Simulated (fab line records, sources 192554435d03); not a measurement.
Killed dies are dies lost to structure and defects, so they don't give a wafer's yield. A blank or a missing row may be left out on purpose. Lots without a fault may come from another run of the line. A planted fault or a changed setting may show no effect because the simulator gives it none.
Chamber matching | flow n5_finfet | N5_BEOL_M11_ETCH_61 on rie_diel-01: 4 sister chambers
The step etches SiARC in CF4, target depth 39 nm, time 65 s. 8 wafers are shown with their chamber, then 12 later ones without.

WAFERS WITH THEIR CHAMBER
wafer  | chamber | throttle_valve_pct (%) | oes_product_au (a.u.)
L074.5 | 0       | 15.97                  | 0.59
L077.3 | 0       | 15.99                  | 0.58
L085.4 | 2       | 15.78                  | 0.58
L085.5 | 3       | 16.09                  | 0.63
L085.6 | 1       | 15.61                  | 0.77
L088.1 | 2       | 15.79                  | 0.59
L088.2 | 3       | 16.09                  | 0.63
L088.3 | 1       | 15.63                  | 0.76

WAFERS WITHOUT THEIR CHAMBER
wafer  | throttle_valve_pct (%) | oes_product_au (a.u.)
L093.1 | 15.83                  | 0.58
L093.4 | 16.10                  | 0.61
L093.6 | 15.54                  | 0.80
L096.2 | 15.81                  | 0.58
L096.3 | 16.12                  | 0.61
L096.5 | 15.67                  | 0.74
L095.3 | 15.83                  | 0.58
L095.5 | 15.56                  | 0.78
L095.6 | 16.12                  | 0.61
L097.2 | 15.55                  | 0.78
L097.4 | 16.14                  | 0.61
L097.5 | 15.69                  | 0.73

WHICH CHAMBER EACH WENT THROUGH
wafer  | from the rows above | in truth
L093.1 | 2                   | 2
L093.4 | 3                   | 3
L093.6 | 1                   | 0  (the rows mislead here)
L096.2 | 2                   | 2
L096.3 | 3                   | 3
L096.5 | 1                   | 1
L095.3 | 2                   | 2
L095.5 | 1                   | 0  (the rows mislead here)
L095.6 | 3                   | 3
L097.2 | 1                   | 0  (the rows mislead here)
L097.4 | 3                   | 3
L097.5 | 1                   | 1
Placed correctly: 9 of 12. Can't be placed from these rows: 0. Placed wrongly: 3.
How it was worked out, from the rows above alone: a wafer's distance from a chamber is the root of the sum, over the readings, of the square of ((its reading less the chamber's mean) divided by the reading's scatter). The wafer belongs to the nearest chamber; if the next one is less than 2 further off, it can't be placed. A chamber's mean is the mean of its shown wafers. The scatter: the root of (the sum of the squares of (reading less its chamber's mean) over the shown wafers, divided by (wafers less chambers)).
